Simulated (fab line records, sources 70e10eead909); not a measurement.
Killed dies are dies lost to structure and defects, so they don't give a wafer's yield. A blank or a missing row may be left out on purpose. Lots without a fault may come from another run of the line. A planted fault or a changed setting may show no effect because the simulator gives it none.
Which tool did it? | flow nand_harc | 13 lots, 39 wafers sampled, at 4 steps of a route of 1159

WHAT THE GAUGES READ, wafer by wafer
NHARC_P_CONTACT_INSPECT_27. Usual: raw_defect_count 278, standard deviation 120.
lot  | measured     | on                | raw_defect_count | flag
L386 | day 6 04:29  | defect_inspect-01 | 403 327 219      |
L385 | day 6 08:05  | defect_inspect-02 | 205 237 272      |
L387 | day 6 09:17  | defect_inspect-01 | 180 258 259      |
L390 | day 7 01:05  | defect_inspect-02 | 148 392 124      |
L398 | day 9 19:48  | defect_inspect-01 | 188 198 238      |
L401 | day 10 00:54 | defect_inspect-02 | 209 283 185      |
L400 | day 10 01:39 | defect_inspect-01 | 183 205 557      |
L402 | day 10 04:50 | defect_inspect-01 | 246 371 222      |
L403 | day 10 07:05 | defect_inspect-02 | 194 167 256      |
L404 | day 10 18:36 | defect_inspect-02 | 114 211 190      |
L405 | day 11 05:52 | defect_inspect-02 | 189 238 183      |
L406 | day 11 06:50 | defect_inspect-02 | 432 414 241      |
L407 | day 11 11:37 | defect_inspect-02 | 417 604 288      |

WHICH TOOL RAN EACH LOT (tool, then ch and the chambers of the sampled wafers, then the start)
lot  | NHARC_P_CONTACT_ETCH_36                       | NHARC_P_CONTACT_PVD_32       | NHARC_P_CONTACT_ALD_22
L386 | rie_diel-10 ch 0,2,3, day 5 22:25 or earlier  | pvd_sputter-03, day 5 22:25  | ald_metal-03 ch 0,2,3, day 5 22:49
L385 | rie_diel-07 ch 0,3, day 5 22:44 or earlier    | pvd_sputter-03, day 5 22:44  | ald_metal-04 ch 0,2, day 5 22:52
L387 | rie_diel-07 ch 0,1,2, day 6 00:08 or earlier  | pvd_sputter-03, day 6 00:08  | ald_metal-04 ch 0,1, day 6 00:16
L390 | rie_diel-04 ch 0,3, day 6 23:26 or earlier    | pvd_sputter-01, day 6 23:26  | ald_metal-01 ch 1,2,3, day 6 23:50
L398 | rie_diel-04 ch 0,1,2, day 9 11:56 or earlier  | pvd_sputter-03, day 9 11:56  | ald_metal-03 ch 1,2, day 9 12:04
L401 | rie_diel-04 ch 1,2,3, day 9 23:32 or earlier  | pvd_sputter-03, day 9 23:32  | ald_metal-01 ch 0,1,3, day 9 23:40
L400 | rie_diel-10 ch 1,3, day 10 00:18 or earlier   | pvd_sputter-01, day 10 00:18 | ald_metal-04 ch 0,1,2, day 10 00:25
L402 | rie_diel-04 ch 0,2,3, day 10 03:27 or earlier | pvd_sputter-03, day 10 03:27 | ald_metal-03 ch 1,2,3, day 10 03:35
L403 | rie_diel-10 ch 0,2,3, day 10 05:41 or earlier | pvd_sputter-03, day 10 05:41 | ald_metal-03 ch 0,1,3, day 10 05:50
L404 | rie_diel-10 ch 1,2,3, day 10 15:17 or earlier | pvd_sputter-02, day 10 15:17 | ald_metal-03 ch 0,1,3, day 10 15:24
L405 | rie_diel-04 ch 1,2,3, day 11 01:25 or earlier | pvd_sputter-02, day 11 01:25 | ald_metal-03 ch 0,1,3, day 11 01:35
L406 | rie_diel-04 ch 1,2, day 11 05:14 or earlier   | pvd_sputter-02, day 11 05:14 | ald_metal-03 ch 2,3, day 11 05:21
L407 | rie_diel-10 ch 0,2,3, day 11 05:39 or earlier | pvd_sputter-01, day 11 05:39 | ald_metal-01 ch 1,2,3, day 11 05:47
- NHARC_P_CONTACT_ETCH_36: etches the open film in N2/H2, target depth 260 nm, time 406.25 s.
- NHARC_P_CONTACT_PVD_32: deposits Ti, target thk 5 nm, time 17.7 s.
- NHARC_P_CONTACT_ALD_22: deposits TiN, target thk 3 nm, pulse time 1 s, ald cycles 150.

WHAT THE TOOLS THEMSELVES READ (means of the sampled wafers that have a number; where no wafer has one, the mark that the record gives instead)
NHARC_P_CONTACT_ETCH_36. Usual: bias_w 150.0 W, standard deviation 0.44; drypump_motor_current_A 5.8 A, standard deviation 0.44; mfc_ar_sccm 0.001 sccm, standard deviation 0.0033; oes_product_au 1.001 a.u., standard deviation 0.0097; rf_vpp_V 431.5 V, standard deviation 2.1; showerhead_plenum_p_Torr 2.07 Torr, standard deviation 0.074; throttle_valve_pct 14.171 %, standard deviation 0.0096.
lot  | tool        | bias_w (W) | drypump_motor_current_A (A) | mfc_ar_sccm (sccm) | oes_product_au (a.u.) | rf_vpp_V (V) | showerhead_plenum_p_Torr (Torr) | throttle_valve_pct (%) | flag
L386 | rie_diel-10 | 149.7      | 5.8                         | 0.000              | 0.994                 | 429.5        | 2.00                            | 14.167                 |
L385 | rie_diel-07 | 150.2      | 5.2                         | 0.003              | 0.988                 | 431.7        | 2.09                            | 14.177                 |
L387 | rie_diel-07 | 150.5      | 6.1                         | 0.000              | 0.995                 | 430.6        | 2.06                            | 14.166                 |
L390 | rie_diel-04 | 150.5      | 5.8                         | 0.000              | 1.005                 | 431.8        | 2.12                            | 14.167                 |
L398 | rie_diel-04 | 149.9      | 5.5                         | 0.003              | 1.004                 | 432.7        | 2.14                            | 14.175                 |
L401 | rie_diel-04 | 149.6      | 5.9                         | 0.003              | 1.006                 | 433.7        | 2.16                            | 14.163                 |
L400 | rie_diel-10 | 150.1      | 6.0                         | 0.000              | 1.009                 | 428.3        | 1.97                            | 14.159                 |
L402 | rie_diel-04 | 149.8      | 5.6                         | 0.003              | 1.019                 | 432.9        | 2.13                            | 14.178                 |
L403 | rie_diel-10 | 150.0      | 5.8                         | 0.000              | 0.995                 | 429.1        | 1.99                            | 14.179                 |
L404 | rie_diel-10 | 149.6      | 5.9                         | 0.000              | 0.999                 | 429.5        | 2.01                            | 14.168                 |
L405 | rie_diel-04 | 150.4      | 5.9                         | 0.003              | 1.006                 | 434.2        | 2.15                            | 14.175                 |
L406 | rie_diel-04 | 149.8      | 5.7                         | 0.006              | 1.005                 | 433.3        | 2.16                            | 14.168                 |
L407 | rie_diel-10 | 149.7      | 5.8                         | 0.000              | 1.000                 | 429.9        | 1.99                            | 14.167                 |

NHARC_P_CONTACT_PVD_32. Usual: throttle_valve_pct 29.9 %, standard deviation 1.4.
lot  | tool           | throttle_valve_pct (%) | flag
L386 | pvd_sputter-03 | 30.8                   |
L385 | pvd_sputter-03 | 29.9                   |
L387 | pvd_sputter-03 | 29.1                   |
L390 | pvd_sputter-01 | 30.0                   |
L398 | pvd_sputter-03 | 30.0                   |
L401 | pvd_sputter-03 | 30.7                   |
L400 | pvd_sputter-01 | 29.8                   |
L402 | pvd_sputter-03 | 30.7                   |
L403 | pvd_sputter-03 | 29.8                   |
L404 | pvd_sputter-02 | 29.6                   |
L405 | pvd_sputter-02 | 29.7                   |
L406 | pvd_sputter-02 | 30.1                   |
L407 | pvd_sputter-01 | 30.5                   |

NHARC_P_CONTACT_ALD_22. Usual: heater_power_w 1086 W, standard deviation 110; precursor_pulse_height_rel 0.999, standard deviation 0.016.
lot  | tool         | heater_power_w (W) | precursor_pulse_height_rel | flag
L386 | ald_metal-03 | 1032               | 0.985                      |
L385 | ald_metal-04 | 1099               | 0.995                      |
L387 | ald_metal-04 | 1049               | 1.004                      |
L390 | ald_metal-01 | 1200               | 1.006                      |
L398 | ald_metal-03 | 1042               | 0.992                      |
L401 | ald_metal-01 | 1116               | 0.998                      |
L400 | ald_metal-04 | 1045               | 1.002                      |
L402 | ald_metal-03 | 1011               | 1.003                      |
L403 | ald_metal-03 | 1046               | 1.013                      |
L404 | ald_metal-03 | 1024               | 0.995                      |
L405 | ald_metal-03 | 1048               | 0.999                      |
L406 | ald_metal-03 | 921                | 0.998                      |
L407 | ald_metal-01 | 1208               | 1.001                      |

THE ANSWER, worked out from the rows above alone
Rule: a lot is off if the mean of its wafers that have a number lies more than 3 standard deviations from the usual mean. A lot without any number at a reading at which 4 lots or more have one is off too. The other lots that the step has rows for count as sound. The gauges are gone through in route order, then the tools' own readings, and for those a lot's mean is taken as printed above. The first step at which some lot is off is used, and at that step the reading that is off furthest; a lot without a number counts as furthest.
No lot is off at any reading shown: from this, nothing can be told.

WHAT THE SIMULATOR HAD PUT IN
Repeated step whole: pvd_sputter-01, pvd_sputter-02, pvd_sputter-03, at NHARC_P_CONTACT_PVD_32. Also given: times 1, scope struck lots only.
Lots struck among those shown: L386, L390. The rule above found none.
